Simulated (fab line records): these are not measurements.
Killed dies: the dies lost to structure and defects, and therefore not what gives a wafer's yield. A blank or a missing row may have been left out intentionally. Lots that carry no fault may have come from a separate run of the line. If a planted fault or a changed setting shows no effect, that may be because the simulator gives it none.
Chamber matching | flow nandHarc | cmp-02 running NHARC_P_M2_CMP_23: 4 sister chambers
The step polishes, t overpolish 20 s, target thk 144.3 nm. 4 wafers are shown with their chamber, then 8 later ones without.

== EACH WAFER AND ITS CHAMBER ==
wafer  | chamber | motorCurrentA (A)
L086.1 | 3       | 13.2
L086.6 | 0       | 10.7
L088.3 | 2       | 11.9
L092.1 | 1       | 10.0

== WAFERS WITHOUT THEIR CHAMBER ==
wafer  | motorCurrentA (A)
L092.2 | 11.2
L092.5 | 10.3
L093.3 | 10.8
L093.5 | 11.9
L093.6 | 10.6
L094.1 | 12.9
L094.4 | 10.4
L094.5 | 10.8

== EACH ONE'S CHAMBER ==
wafer  | from the rows above     | in truth
L092.2 | can't be placed: 0 or 2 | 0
L092.5 | can't be placed: 1 or 0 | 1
L093.3 | 0                       | 0
L093.5 | 2                       | 2
L093.6 | can't be placed: 0 or 1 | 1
L094.1 | 3                       | 3
L094.4 | can't be placed: 0 or 1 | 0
L094.5 | 0                       | 0
Correct placement for 4 of the 8. From these rows, 4 cannot be placed; in 4 the true chamber is one of the candidates. Wrongly placed: 0.
How it was worked out, from the rows above alone: a wafer's distance from a chamber is the root of the sum, over the readings, of the square of ((its reading less the chamber's mean) divided by the reading's scatter). The wafer belongs to the nearest chamber; if the next one is less than 2 further off, it can't be placed. The mean given for a chamber averages the wafers shown for that chamber. The scatter: with one shown wafer a chamber, the root of the mean of the squares of how far each hidden wafer lies from its nearest shown one.
